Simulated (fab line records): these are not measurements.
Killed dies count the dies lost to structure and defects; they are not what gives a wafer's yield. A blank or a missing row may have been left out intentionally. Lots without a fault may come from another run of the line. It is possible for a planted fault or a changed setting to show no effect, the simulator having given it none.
fab line records	flow nandHarc
record lots=14	wafers=42	lastDay=32
route steps=1302 shown P_ZERO_WELL@49 P_STI@83 P_GATE@132 END@1302
lots untouched by any fault: they come from a run of this same line in which no faults occurred
startH: the number of hours between the record's first day and the start of the first shown wafer of the lot	waitH: hours since the lot's step before	" as in the row above	L1.1+2: several wafers, shown together as one row	- no value, or no start was given	* or withheld: withheld	< > ~ a bound
route shown NAME@n: a module of which the file shows steps, and the number in the route of the first	usual: mean and standard deviation over wafers with no fault	same: alike in all rows	chamber/n: place in a boat	sites: per-site readings	_std_site: how widely they spread, as a standard deviation	_edge_site: inner sites' mean taken away from outer sites' mean	radiusMm: for every site, how far away it sits from the centre of the wafer	mask NAME#n: copy n	behind: the most recent tool/chamber to have shaped the wafer	hold: what put the lot on hold/how long, in hours/how the hold closed	device: the transistor (n, p or np) that didn't switch	end of line: at the end of the route, the tests of the same wafers	a step with no rows: only its recipe	killed: not the wafer's yield, but the dies lost to structure and defects at the first sort	map: shows each die of a wafer: x if killed, . if not, _ if none is there
set.NAME: the setting as run; set.NAME@STEP: as run at that earlier step	model.NAME: the simulator's own value behind a step, which no gauge read
a sample of lots followed through the steps of the route, with each step as a table and each wafer as a row
services: the hour from which a tool's chamber was out of use, counted from the record's first day as startH (under 0 if before that day), plus the number of hours and why
## steps
# step NHARC_P_ZERO_WELL_IMPLANT_60
# recipe energyKev=30	doseCm2=2e+12	tiltDeg=7
# usual beamEnergyKeV=30.001/0.0092	beamOnS=10.00/0.19	endStationPressureTorr=5e-06/3.1e-07
lot.wafer	tool	chamber	startH	waitH	beamEnergyKeV	beamOnS	endStationPressureTorr
L296.3	implanter-01	-	64.87	0.1	-	-	-
L296.4	"	-	"	"	-	-	-
L296.6	"	-	"	"	-	-	-
L297.1	implanter-01	-	74.91	0.1	-	-	-
L297.3	"	-	"	"	-	-	-
L297.6	"	-	"	"	-	-	-
L304.1	implanter-01	0	144.98	0.2	30.003	9.90	4.8e-06
L304.4	"	0	"	"	29.997	10.13	5.3e-06
L304.6	"	0	"	"	30.000	9.68	5e-06
L305.1	implanter-01	0	154.68	0.1	29.987	9.80	4.8e-06
L305.4	"	0	"	"	29.973	10.51	4.8e-06
L305.6	"	0	"	"	29.995	10.13	4.9e-06
L306.1	implanter-01	0	164.70	0.2	30.019	9.68	5.3e-06
L306.4	"	0	"	"	30.012	9.97	4.9e-06
L306.6	"	0	"	"	29.996	9.86	4.9e-06
L307.4	implanter-02	0	176.36	0.2	30.017	10.17	5.4e-06
L307.5	"	0	"	"	29.994	9.90	5.2e-06
L307.6	"	0	"	"	30.013	10.32	4.7e-06
L308.3	implanter-02	0	184.76	0.2	30.005	9.65	4.9e-06
L308.4	"	0	"	"	30.012	9.78	4.9e-06
L308.5	"	0	"	"	29.995	9.93	5.5e-06
L309.3	implanter-01	0	195.06	0.2	29.994	9.94	5e-06
L309.4	"	0	"	"	29.999	9.90	5.1e-06
L309.5	"	0	"	"	30.004	10.44	4.6e-06
L310.1	implanter-01	0	204.91	0.1	29.985	10.19	5.4e-06
L310.3	"	0	"	"	30.012	10.12	4.9e-06
L310.5	"	0	"	"	30.012	9.90	5.1e-06
L311.2	implanter-01	0	220.28	0.1	29.998	9.92	5.6e-06
L311.3	"	0	"	"	29.995	10.32	5.4e-06
L311.6	"	0	"	"	30.006	9.99	5.3e-06
L312.1	implanter-02	0	224.77	0.1	30.009	10.00	4.9e-06
L312.3	"	0	"	"	30.002	9.76	5e-06
L312.4	"	0	"	"	30.016	9.68	5.6e-06
L313.2	implanter-02	0	234.79	0.1	30.013	10.15	4.8e-06
L313.3	"	0	"	"	30.008	9.90	5.1e-06
L313.5	"	0	"	"	30.004	9.99	4.8e-06
L314.3	implanter-01	0	244.95	0.2	30.002	9.98	4.7e-06
L314.5	"	0	"	"	30.009	10.13	4.8e-06
L314.6	"	0	"	"	30.015	9.93	4.6e-06
L315.1	implanter-01	0	254.96	0.2	30.008	9.88	4.8e-06
L315.3	"	0	"	"	29.994	9.96	4.6e-06
L315.4	"	0	"	"	29.990	9.76	4.7e-06
# step NHARC_P_STI_CD_MEAS_09
# recipe targetCdNm=200	landingEnergyEv=500
# usual cdNm=202.6/2.2
lot.wafer	tool	chamber	startH	waitH	cdNm
L304.1	cdSem-03	0	164.38	-	203.2
L304.4	"	0	"	"	203.7
L304.6	"	0	"	"	203.7
L305.1	cdSem-02	0	172.77	-	199.1
L305.4	"	0	"	"	205.6
L305.6	"	0	"	"	203.2
L306.1	cdSem-03	0	182.60	-	205.7
L306.4	"	0	"	"	200.7
L306.6	"	0	"	"	204.4
L307.4	cdSem-03	0	194.29	-	200.9
L307.5	"	0	"	"	205.6
L307.6	"	0	"	"	200.9
L308.3	cdSem-02	0	203.41	-	201.3
L308.4	"	0	"	"	204.6
L308.5	"	0	"	"	200.8
L309.3	cdSem-02	0	216.93	-	204.3
L309.4	"	0	"	"	204.2
L309.5	"	0	"	"	201.7
L310.1	cdSem-03	0	227.33	-	200.5
L310.3	"	0	"	"	203.5
L310.5	"	0	"	"	197.9
L311.2	cdSem-01	0	238.80	-	202.7
L311.3	"	0	"	"	197.4
L311.6	"	0	"	"	198.6
L312.1	cdSem-02	0	244.00	-	200.9
L312.3	"	0	"	"	204.5
L312.4	"	0	"	"	202.3
L313.2	cdSem-03	0	254.11	-	201.2
L313.3	"	0	"	"	200.5
L313.5	"	0	"	"	200.8
L314.3	cdSem-02	0	262.26	-	200.5
L314.5	"	0	"	"	206.3
L314.6	"	0	"	"	201.7
L315.1	cdSem-01	0	274.78	-	202.7
L315.3	"	0	"	"	202.7
L315.4	"	0	"	"	201.2
# step NHARC_P_GATE_DEP_103
# recipe targetThkA=300	targetThkNm=30	tempC=400	flowSccm=200	rfW=350	material=SiON
# usual heaterPowerW=734/110
lot.wafer	tool	chamber	startH	waitH	heaterPowerW
L304.1	pecvd-01	0	214.33	0.6	704
L304.6	"	0	"	"	711
L304.4	"	2	"	"	773
L305.1	pecvd-02	1	221.13	0.6	725
L305.4	"	2	"	"	715
L305.6	"	0	"	"	628
L306.1	pecvd-03	1	239.09	0.5	701
L306.6	"	1	"	"	683
L306.4	"	0	"	"	635
L307.6	pecvd-01	2	245.02	0.1	825
L307.4	"	0	"	"	711
L307.5	"	1	"	"	946
L308.3	pecvd-03	1	259.55	0.4	640
L308.4	"	2	"	"	792
L308.5	"	0	"	"	571
L309.3	pecvd-01	0	268.05	0.4	657
L309.4	"	1	"	"	868
L309.5	"	0	"	"	665
L310.3	pecvd-03	1	283.97	0.3	750
L310.1	"	0	"	"	550
L310.5	"	0	"	"	561
L311.3	pecvd-02	0	291.22	0.4	713
L311.2	"	1	"	"	790
L311.6	"	2	"	"	702
L312.1	pecvd-03	1	295.49	0.6	755
L312.3	"	0	"	"	533
L312.4	"	0	"	"	560
L313.2	pecvd-02	0	307.96	0.5	615
L313.3	"	1	"	"	859
L313.5	"	0	"	"	600
L314.3	pecvd-01	2	308.02	0.4	822
L314.5	"	0	"	"	649
L314.6	"	2	"	"	833
L315.3	pecvd-01	1	325.36	0.4	825
L315.1	"	2	"	"	892
L315.4	"	1	"	"	823
# step NHARC_P_GATE_CD_MEAS_26
# recipe targetCdNm=120	landingEnergyEv=500
# usual cdNm=120.1/1.1
lot.wafer	tool	chamber	startH	waitH	cdNm
L304.1	cdSem-02	0	215.01	-	120.8
L304.4	"	0	"	"	120.0
L304.6	"	0	"	"	119.8
L305.1	cdSem-03	0	221.74	-	119.6
L305.4	"	0	"	"	120.9
L305.6	"	0	"	"	120.0
L306.1	cdSem-02	0	239.64	-	122.6
L306.4	"	0	"	"	121.2
L306.6	"	0	"	"	121.9
L307.4	cdSem-01	0	245.50	-	119.5
L307.5	"	0	"	"	120.3
L307.6	"	0	"	"	119.8
L308.3	cdSem-02	0	260.14	-	119.0
L308.4	"	0	"	"	118.6
L308.5	"	0	"	"	120.0
L309.3	cdSem-01	0	268.56	-	121.0
L309.4	"	0	"	"	121.8
L309.5	"	0	"	"	122.0
L310.1	cdSem-02	0	284.52	-	121.4
L310.3	"	0	"	"	120.1
L310.5	"	0	"	"	120.6
L311.2	cdSem-03	0	291.75	-	120.3
L311.3	"	0	"	"	121.6
L311.6	"	0	"	"	120.8
L312.1	cdSem-01	0	296.17	-	121.5
L312.3	"	0	"	"	120.6
L312.4	"	0	"	"	120.7
L314.3	cdSem-01	0	308.64	-	121.5
L314.5	"	0	"	"	120.5
L314.6	"	0	"	"	119.9
L313.2	cdSem-02	0	308.79	-	120.2
L313.3	"	0	"	"	121.3
L313.5	"	0	"	"	121.3
L315.1	cdSem-03	0	325.89	-	120.7
L315.3	"	0	"	"	121.0
L315.4	"	0	"	"	120.2
# step NHARC_END_SORT_01
# recipe tempC=25
# usual killedAtArray=54/12	killedAtOther=0.7/1.1	killedAtPeriphery=3.9/2.8	killedDies=59/13	killedOpen=3.4/2	killedShort=2.5/1.7
# same grossDies=677
lot.wafer	tool	chamber	startH	waitH	killedAtArray	killedAtOther	killedAtPeriphery	killedDies	killedOpen	killedShort
L297.1	prober-02	0	591.61	2.5	57	0	620	677	4	2
L297.3	prober-02	0	593.20	3.1	63	2	612	677	2	4
L297.6	prober-02	0	595.59	4.0	66	0	611	677	2	0
L296.3	prober-02	0	600.97	3.1	38	1	638	677	3	2
L296.4	prober-02	0	601.76	3.4	43	0	634	677	2	3
L296.6	prober-02	0	603.36	4.0	42	1	634	677	1	3
# killed by level:class
L297.1 P_ZERO_WELL:areaImplant=615 A_CHANNEL_HOLE_D2:chamberFilmFlake=23 A_SLIT:chamberFilmFlake=15 A_CONTACT:chamberFilmFlake=6 P_M2:chamberFilmFlake=3 A_CHANNEL_HOLE_D1:chamberFilmFlake=2 A_STAIRCASE:chamberFilmFlake=2 A_M1:chamberFilmFlake=2
L297.3 P_ZERO_WELL:areaImplant=608 A_SLIT:chamberFilmFlake=24 A_CHANNEL_HOLE_D2:chamberFilmFlake=24 A_CONTACT:chamberFilmFlake=3 A_M1:chamberFilmFlake=3 P_GATE:chamberFilmFlake=2 A_CHANNEL_HOLE_D1:chamberFilmFlake=2 A_ONON_D1:geometricParticle:short=1
L297.6 P_ZERO_WELL:areaImplant=605 A_CHANNEL_HOLE_D2:chamberFilmFlake=27 A_SLIT:chamberFilmFlake=25 A_CONTACT:chamberFilmFlake=4 A_CHANNEL_HOLE_D1:chamberFilmFlake=3 A_STAIRCASE:chamberFilmFlake=3 P_GATE:chamberFilmFlake=2 P_M2:chamberFilmFlake=2
L296.3 P_ZERO_WELL:areaImplant=634 A_SLIT:chamberFilmFlake=19 A_CHANNEL_HOLE_D2:chamberFilmFlake=5 A_CONTACT:chamberFilmFlake=5 A_STAIRCASE:chamberFilmFlake=3 A_ONON_D1:geometricParticle:short=2 P_GATE:chamberFilmFlake=2 A_CHANNEL_HOLE_D1:chamberFilmFlake=2
L296.4 P_ZERO_WELL:areaImplant=633 A_SLIT:chamberFilmFlake=23 A_CHANNEL_HOLE_D2:chamberFilmFlake=7 A_CONTACT:chamberFilmFlake=5 A_CHANNEL_HOLE_D1:chamberFilmFlake=3 P_GATE:geometricParticle:open=1 A_CHANNEL_FILL_D1:geometricParticle:short=1 A_CHANNEL_FILL_D2:geometricParticle:open=1
L296.6 P_ZERO_WELL:areaImplant=633 A_SLIT:chamberFilmFlake=17 A_CHANNEL_HOLE_D2:chamberFilmFlake=12 A_CONTACT:chamberFilmFlake=7 A_CHANNEL_HOLE_D1:chamberFilmFlake=3 P_CONTACT:geometricParticle:open=1 A_CHANNEL_FILL_D1:geometricParticle:short=1 A_SGD_CUT:geometricParticle:short=1
## services
tool	chamber	startH	hours	kind
implanter-02	-	45.28	2.6	repair
pecvd-02	-	46.07	13.0	pm
implanter-02	-	59.19	0.9	repair
pecvd-03	0	77.68	7.3	repair
pecvd-02	0	89.50	7.3	repair
implanter-01	-	98.82	1.9	repair
pecvd-01	-	130.07	13.0	pm
pecvd-01	0	130.07	13.0	ventCycle
pecvd-01	1	130.07	13.0	ventCycle
pecvd-01	2	130.07	13.0	ventCycle
implanter-02	-	135.82	2.8	repair
pecvd-01	0	143.07	-	clean
implanter-02	-	146.00	13.0	pm
pecvd-01	2	147.05	3.9	repair
implanter-01	-	167.77	1.0	repair
pecvd-03	-	185.67	13.0	pm
pecvd-01	1	191.96	15.8	repair
pecvd-03	-	200.93	1.3	repair
pecvd-02	-	227.07	13.0	pm
pecvd-02	-	243.81	1.7	repair
implanter-01	-	286.33	6.5	repair
pecvd-01	1	287.19	4.1	repair
pecvd-01	2	289.87	2.5	repair
pecvd-01	-	311.07	13.0	pm
## key
firstSign step=NHARC_P_ZERO_WELL_IMPLANT_60	reading=toolRecord	direction=missing
effect step=NHARC_END_SORT_01	reading=killedAtPeriphery	direction=up	sigmas=99+	usual=3.9	struck=624.8
moreKillsBornAt NHARC_P_ZERO_WELL_IMPLANT_60@implanter-01=3728
metAt NHARC_P_ZERO_WELL_IMPLANT_60
struckLots L296,L297
laterRowsLeftOut L296.3,L296.4,L296.6,L297.1,L297.3,L297.6
testerLeftOut L296,L297
notActingAt NHARC_P_STI_CD_MEAS_09,NHARC_P_GATE_DEP_103,NHARC_P_GATE_CD_MEAS_26
fault kind=skippedStepWhole	tool=implanter-01	chamber=-	onsetH=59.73	steps=NHARC_P_ZERO_WELL_IMPLANT_60	scope=struckLotsOnly
# testerLeftOut: of these lots the tester's yield and bins aren't shown, on N5 and GAA mostly nor the transistor test; their killed dies are dies lost to structure and defects alone, not to doping, threshold or leakage, so they don't give the yield
# laterRowsLeftOut: the simulator's readings of these wafers behind a module that went badly wrong aren't trusted and aren't shown, but for the sort
